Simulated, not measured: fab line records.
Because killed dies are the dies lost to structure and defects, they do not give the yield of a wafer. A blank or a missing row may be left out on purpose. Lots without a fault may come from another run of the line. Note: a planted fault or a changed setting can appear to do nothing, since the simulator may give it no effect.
fab line records	flow nandHarc
[record] lots = 12	wafers = 36	lastDay = 34
route steps=1302 shown P_ZERO_WELL@26 P_STI@85 END@1302
lots that met no fault: from a run of the same line without faults
startH: hours from the record's first day to the start of the lot's first wafer shown	waitH: time in hours since the lot's previous step	" identical to the entry in the row above	L1.1+2: one row covering several wafers at once	- no value, or no start given	* or withheld: withheld	< > ~ a bound
route shown NAME@n: NAME is a module with steps in the file, n the number in the route of the first one	usual: average and standard deviation across the fault-free wafers	same: alike in all rows	chamber/n: place in a boat	sites: per-site readings	_std_site: their standard deviation	_edge_site: outer sites' mean less inner sites'	radiusMm: for every site, how far away it sits from the centre of the wafer	mask NAME#n: copy n	behind: the tool/chamber that last shaped the wafer	hold: reason for holding the lot/hours on hold/outcome of the hold	device: names the non-switching transistor (n, p or np)	end of line: tests run on the same wafers once the route is complete	a step given without rows: its recipe and nothing more	killed: the dies lost at the first sort to structure and to defects; this is not the yield of the wafer	map: a wafer's dies, marking killed ones x, the rest . and places with no die _
set.NAME: the setting the step ran with; set.NAME@STEP: the setting that earlier step ran with	model.NAME: the simulator's own value behind a step, which no gauge read
the route's steps for a sample of lots (tables are steps, rows are wafers)
services: a tool's chamber out of use, with start hour (startH, from the record's first day; less than 0 if before it), hours out, and reason
[[steps]]
[step NHARC_P_ZERO_WELL_EXPOSE_21]
[recipe] na = 0.6	targetCdNm = 720	doseMj = 22.31	maskId = P_NWELL
[usual] stageVelMmS = 500.03/0.25
lot.wafer	tool	chamber	startH	waitH	mask	stageVelMmS
L171.3	krfScanner-01	0	22.18	-	P_NWELL#0	499.57
L171.5	"	0	"	"	P_NWELL#0	499.83
L171.6	"	0	"	"	P_NWELL#0	499.87
L172.2	krfScanner-03	0	35.53	-	P_NWELL#0	500.05
L172.4	"	0	"	"	P_NWELL#0	499.82
L172.5	"	0	"	"	P_NWELL#0	499.84
L173.1	krfScanner-03	0	42.18	-	P_NWELL#0	500.29
L173.3	"	0	"	"	P_NWELL#0	500.36
L173.4	"	0	"	"	P_NWELL#0	500.35
L174.1	krfScanner-01	0	52.48	-	P_PWELL#0	499.95
L174.4	"	0	"	"	P_PWELL#0	500.08
L174.5	"	0	"	"	P_PWELL#0	500.13
L183.1	krfScanner-03	0	142.45	-	P_NWELL#0	500.06
L183.3	"	0	"	"	P_NWELL#0	499.86
L183.4	"	0	"	"	P_NWELL#0	500.31
L184.1	krfScanner-03	0	152.29	-	P_NWELL#0	500.41
L184.5	"	0	"	"	P_NWELL#0	499.86
L184.6	"	0	"	"	P_NWELL#0	500.14
L185.1	krfScanner-03	0	162.32	-	P_NWELL#0	499.59
L185.5	"	0	"	"	P_NWELL#0	499.92
L185.6	"	0	"	"	P_NWELL#0	500.04
L186.1	krfScanner-01	0	172.53	-	P_NWELL#0	499.60
L186.3	"	0	"	"	P_NWELL#0	500.15
L186.6	"	0	"	"	P_NWELL#0	499.94
L189.2	krfScanner-03	0	202.18	-	P_NWELL#0	500.16
L189.3	"	0	"	"	P_NWELL#0	499.86
L189.5	"	0	"	"	P_NWELL#0	499.96
L190.2	krfScanner-03	0	212.40	-	P_NWELL#0	500.26
L190.4	"	0	"	"	P_NWELL#0	499.69
L190.5	"	0	"	"	P_NWELL#0	500.00
L191.2	krfScanner-01	0	222.58	-	P_NWELL#0	499.75
L191.3	"	0	"	"	P_NWELL#0	499.73
L191.5	"	0	"	"	P_NWELL#0	499.80
L194.1	krfScanner-01	0	252.41	-	P_NWELL#0	500.27
L194.4	"	0	"	"	P_NWELL#0	499.84
L194.5	"	0	"	"	P_NWELL#0	500.58
[step NHARC_P_ZERO_WELL_CD_MEAS_24]
[recipe] targetCdNm = 720	landingEnergyEv = 500
[usual] cdNm = 721.0/2.3
lot.wafer	tool	chamber	startH	waitH	cdNm
L171.3	cdSem-01	0	22.33	-	718.0
L171.5	"	0	"	"	718.0
L171.6	"	0	"	"	718.8
L172.2	cdSem-01	0	35.68	-	715.5
L172.4	"	0	"	"	720.9
L172.5	"	0	"	"	715.2
L173.1	cdSem-01	0	42.34	-	722.3
L173.3	"	0	"	"	719.8
L173.4	"	0	"	"	722.8
L174.1	cdSem-01	0	52.63	-	-
L174.4	"	0	"	"	-
L174.5	"	0	"	"	-
L183.1	cdSem-01	0	142.61	-	725.0
L183.3	"	0	"	"	721.2
L183.4	"	0	"	"	722.7
L184.1	cdSem-02	0	152.45	-	718.5
L184.5	"	0	"	"	720.6
L184.6	"	0	"	"	721.7
L185.1	cdSem-01	0	162.47	-	721.3
L185.5	"	0	"	"	722.1
L185.6	"	0	"	"	722.0
L186.1	cdSem-02	0	172.69	-	721.0
L186.3	"	0	"	"	716.3
L186.6	"	0	"	"	715.2
L189.2	cdSem-03	0	202.34	-	725.6
L189.3	"	0	"	"	723.1
L189.5	"	0	"	"	718.5
L190.2	cdSem-01	0	212.55	-	719.9
L190.4	"	0	"	"	724.9
L190.5	"	0	"	"	724.1
L191.2	cdSem-03	0	222.74	-	716.8
L191.3	"	0	"	"	719.9
L191.5	"	0	"	"	720.6
L194.1	cdSem-02	0	252.57	-	722.8
L194.4	"	0	"	"	719.6
L194.5	"	0	"	"	720.8
[step NHARC_P_ZERO_WELL_DESCUM_54]
[recipe] timeS = 3	o2FlowSccm = 200	arFlowSccm = 0	biasPowerW = 0	chemistry = O2
[usual] drypumpMotorCurrentA = 5.8/0.36	o2FlowSccm = 200.0/0.58	oesProductAu = 1.000/0.01	rfVppV = 57.7/0.85	showerheadPlenumPTorr = 1.92/0.064	throttleValvePct = 11.311/0.0086
lot.wafer	tool	chamber	startH	waitH	drypumpMotorCurrentA	o2FlowSccm	oesProductAu	rfHoursCounterH	rfVppV	showerheadPlenumPTorr	throttleValvePct
L171.3	rieDiel-08	2	25.86	-	5.9	199.9	0.997	0	57.4	2.01	11.312
L171.6	"	1	"	"	5.4	200.0	1.008	-	57.4	1.88	11.324
L171.5	"	2	"	"	5.9	199.8	1.001	-	57.3	2.01	11.298
L172.2	rieDiel-12	3	38.88	-	6.0	199.8	0.987	25	56.8	2.00	11.324
L172.4	"	0	"	"	5.8	200.3	1.015	42	58.4	1.90	11.306
L172.5	"	2	"	"	5.8	200.7	1.006	-	58.8	2.00	11.313
L173.1	rieDiel-08	3	45.66	-	6.4	200.6	0.998	7	59.0	2.03	11.309
L173.4	"	1	"	"	5.4	200.5	1.017	6	57.4	1.88	11.316
L173.3	"	2	"	"	5.9	199.9	0.989	7	56.9	2.01	11.297
L174.4	rieDiel-12	1	56.09	-	5.6	200.0	0.995	48	58.6	1.88	11.298
L174.1	"	2	"	"	5.8	200.9	1.008	47	57.7	1.99	11.326
L174.5	"	0	"	"	5.8	199.8	0.995	-	57.5	1.90	11.321
L183.3	rieDiel-12	3	146.07	-	6.0	200.0	0.992	13	59.2	1.99	11.319
L183.1	"	0	"	"	5.8	199.5	0.994	15	57.4	1.89	11.311
L183.4	"	0	"	"	5.8	199.9	0.988	-	56.7	1.89	11.314
L184.1	rieDiel-07	1	156.07	-	6.3	200.0	1.025	10	58.5	1.86	11.298
L184.5	"	2	"	"	5.9	200.4	0.997	-	56.7	1.93	11.321
L184.6	"	3	"	"	4.9	199.7	1.006	-	56.3	1.85	11.311
L185.1	rieDiel-07	3	165.94	-	4.8	200.6	0.998	11	57.7	1.85	11.311
L185.5	"	3	"	"	4.9	200.3	1.000	-	57.6	1.85	11.300
L185.6	"	0	"	"	5.8	200.1	1.004	-	59.8	1.91	11.320
L186.1	rieDiel-07	2	176.22	-	6.0	200.0	0.993	8	57.6	1.93	11.311
L186.3	"	3	"	"	4.9	199.6	0.999	14	58.6	1.84	11.315
L186.6	"	1	"	"	6.3	200.4	1.005	-	57.3	1.86	11.309
L189.3	rieDiel-12	3	205.78	-	6.0	199.8	1.001	30	60.6	1.99	11.292
L189.2	"	0	"	"	5.8	200.4	1.004	32	57.0	1.89	11.309
L189.5	"	3	"	"	6.0	200.7	1.000	-	57.8	1.99	11.306
L190.4	rieDiel-12	0	215.88	-	5.8	199.6	1.007	35	57.3	1.88	11.316
L190.2	"	1	"	"	5.6	200.1	1.016	36	58.3	1.86	11.315
L190.5	"	2	"	"	5.9	200.9	0.998	-	59.3	1.98	11.302
L191.2	rieDiel-08	3	226.07	-	6.4	199.3	0.992	5	58.0	2.01	11.296
L191.3	"	0	"	"	5.8	200.2	1.019	6	55.7	1.79	11.303
L191.5	"	2	"	"	5.9	199.6	0.981	-	58.3	1.99	11.311
L194.4	rieDiel-12	2	255.77	-	5.8	200.7	0.995	49	58.2	1.98	11.305
L194.1	"	3	"	"	6.0	198.1	0.993	45	56.8	1.98	11.323
L194.5	"	2	"	"	5.8	200.8	0.994	-	59.5	1.98	11.309
[step NHARC_P_STI_INSPECT_11]
[usual] rawDefectCount = 6/3.2
lot.wafer	tool	chamber	startH	waitH	rawDefectCount
L171.3	defectInspect-02	-	46.09	0.0	20
L171.5	"	-	"	"	8
L171.6	"	-	"	"	10
L172.2	defectInspect-01	-	57.99	0.0	4
L172.4	"	-	"	"	10
L172.5	"	-	"	"	13
L173.1	defectInspect-01	-	65.14	0.0	6
L173.3	"	-	"	"	2
L173.4	"	-	"	"	7
L183.1	defectInspect-01	-	168.62	0.0	1
L183.3	"	-	"	"	5
L183.4	"	-	"	"	5
L184.1	defectInspect-02	-	176.34	0.0	4
L184.5	"	-	"	"	1
L184.6	"	-	"	"	5
L185.1	defectInspect-01	-	183.54	0.0	4
L185.5	"	-	"	"	6
L185.6	"	-	"	"	8
L186.1	defectInspect-02	-	193.24	0.0	9
L186.3	"	-	"	"	5
L186.6	"	-	"	"	5
L189.2	defectInspect-01	-	223.59	0.0	11
L189.3	"	-	"	"	12
L189.5	"	-	"	"	9
L190.2	defectInspect-02	-	238.28	0.0	4
L190.4	"	-	"	"	9
L190.5	"	-	"	"	12
L191.2	defectInspect-02	-	244.99	0.0	8
L191.3	"	-	"	"	2
L191.5	"	-	"	"	2
L194.1	defectInspect-01	-	274.73	0.0	6
L194.4	"	-	"	"	9
L194.5	"	-	"	"	5
[step NHARC_P_STI_INSPECT_25]
[usual] rawDefectCount = 242/82
lot.wafer	tool	chamber	startH	waitH	rawDefectCount
L171.3	defectInspect-02	-	77.16	0.4	157
L171.5	"	-	"	"	239
L171.6	"	-	"	"	212
L173.1	defectInspect-02	-	89.58	0.4	192
L173.3	"	-	"	"	297
L173.4	"	-	"	"	158
L172.2	defectInspect-01	-	89.58	0.4	163
L172.4	"	-	"	"	219
L172.5	"	-	"	"	177
L183.1	defectInspect-01	-	196.27	0.4	285
L183.3	"	-	"	"	199
L183.4	"	-	"	"	385
L184.1	defectInspect-02	-	202.89	0.4	419
L184.5	"	-	"	"	267
L184.6	"	-	"	"	409
L185.1	defectInspect-01	-	219.91	0.4	437
L185.5	"	-	"	"	348
L185.6	"	-	"	"	355
L186.1	defectInspect-02	-	219.91	0.4	208
L186.3	"	-	"	"	182
L186.6	"	-	"	"	183
L189.2	defectInspect-02	-	256.88	0.4	261
L189.3	"	-	"	"	177
L189.5	"	-	"	"	263
L190.2	defectInspect-02	-	270.66	0.4	185
L190.4	"	-	"	"	124
L190.5	"	-	"	"	167
L191.2	defectInspect-01	-	275.27	0.4	129
L191.3	"	-	"	"	111
L191.5	"	-	"	"	231
L194.1	defectInspect-01	-	302.75	0.4	303
L194.4	"	-	"	"	362
L194.5	"	-	"	"	385
[step NHARC_END_SORT_01]
[recipe] tempC = 25
[usual] killedAtArray = 56/17	killedAtOther = 1.2/1.4	killedAtPeriphery = 4/3.2	killedDies = 61/16	killedOpen = 3.6/2.1	killedShort = 2.7/1.8
[same] grossDies = 677
lot.wafer	tool	chamber	startH	waitH	killedAtArray	killedAtOther	killedAtPeriphery	killedDies	killedOpen	killedShort
L174.1	prober-02	0	593.92	2.5	58	2	617	677	2	5
L174.4	prober-02	0	596.32	3.4	45	2	630	677	2	2
L174.5	prober-02	0	597.12	3.7	40	4	633	677	4	3
// killed by level:class
L174.1 P_ZERO_WELL:areaExpose=614 A_CHANNEL_HOLE_D1:chamberFilmFlake=37 A_CHANNEL_HOLE_D2:chamberFilmFlake=13 A_DECK1_JOINT:geometricParticle:short=2 P_STI:chamberFilmFlake=2 THIN_TSV:chamberFilmFlake=2 P_CONTACT:geometricParticle:short=1 A_ONON_D1:geometricParticle:short=1
L174.4 P_ZERO_WELL:areaExpose=626 A_CHANNEL_HOLE_D1:chamberFilmFlake=34 A_CHANNEL_HOLE_D2:chamberFilmFlake=3 P_STI:chamberFilmFlake=2 THIN_TSV:chamberFilmFlake=2 P_CONTACT:geometricParticle:open=1 A_SOURCE_PLATE:geometricParticle:open=1 A_CHANNEL_FILL_D1:geometricParticle:short=1
L174.5 P_ZERO_WELL:areaExpose=629 A_CHANNEL_HOLE_D1:chamberFilmFlake=23 A_CHANNEL_HOLE_D2:chamberFilmFlake=8 THIN_TSV:chamberFilmFlake=4 A_STAIRCASE:chamberFilmFlake=3 P_CONTACT:geometricParticle:short=2 A_ONON_D2:geometricParticle:open=2 P_M0:geometricParticle:open=1
[[services]]
tool	chamber	startH	hours	kind
rieDiel-12	0	-1.64	-	clean
rieDiel-12	1	-1.64	-	clean
rieDiel-08	-	13.80	9.0	pm
krfScanner-03	-	15.61	2.7	repair
krfScanner-03	-	46.22	0.2	repair
krfScanner-03	-	52.02	4.0	pm
rieDiel-12	-	56.26	7.1	repair
rieDiel-07	2	61.73	9.7	repair
rieDiel-08	0	64.02	2.9	repair
rieDiel-12	-	92.71	9.0	pm
rieDiel-08	0	94.80	1.9	repair
rieDiel-12	3	102.99	7.3	repair
krfScanner-03	0	105.20	-	calibration
rieDiel-08	1	111.23	1.2	repair
rieDiel-07	-	117.20	9.0	pm
rieDiel-12	1	137.57	9.9	repair
krfScanner-01	-	140.00	4.0	pm
rieDiel-07	2	144.88	9.2	repair
krfScanner-03	-	156.21	1.4	repair
rieDiel-12	-	177.68	1.4	repair
rieDiel-08	-	190.88	9.0	pm
krfScanner-01	-	195.89	0.3	repair
rieDiel-07	3	202.03	9.6	repair
krfScanner-03	-	224.02	4.0	pm
[[key]]
[firstSign] step = NHARC_P_ZERO_WELL_EXPOSE_21	reading = mask	direction = changed
[effect] step = NHARC_P_ZERO_WELL_CD_MEAS_24	reading = cdNm	direction = missing
[effect] step = NHARC_END_SORT_01	reading = killedAtPeriphery	direction = up	sigmas = 99+	usual = 4	struck = 627
[moreKillsBornAt] NHARC_P_ZERO_WELL_EXPOSE_21@krfScanner-01 = 1869
metAt NHARC_P_ZERO_WELL_EXPOSE_21
struckLots L174
laterRowsLeftOut L174.1,L174.4,L174.5
testerLeftOut L174
notActingAt NHARC_P_ZERO_WELL_DESCUM_54,NHARC_P_STI_INSPECT_11,NHARC_P_STI_INSPECT_25
onsetBetween 22.18 52.48
[fault] kind = wrongMask	tool = any	chamber = -	onsetH = 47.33	steps = NHARC_P_ZERO_WELL_EXPOSE_21	auxCopy = P_PWELL#0	scope = struckLotsOnly
// testerLeftOut: of these lots the tester's yield and bins aren't shown, on N5 and GAA mostly nor the transistor test; their killed dies are dies lost to structure and defects alone, not to doping, threshold or leakage, so they don't give the yield
// laterRowsLeftOut: the simulator's readings of these wafers behind a module that went badly wrong aren't trusted and aren't shown, but for the sort
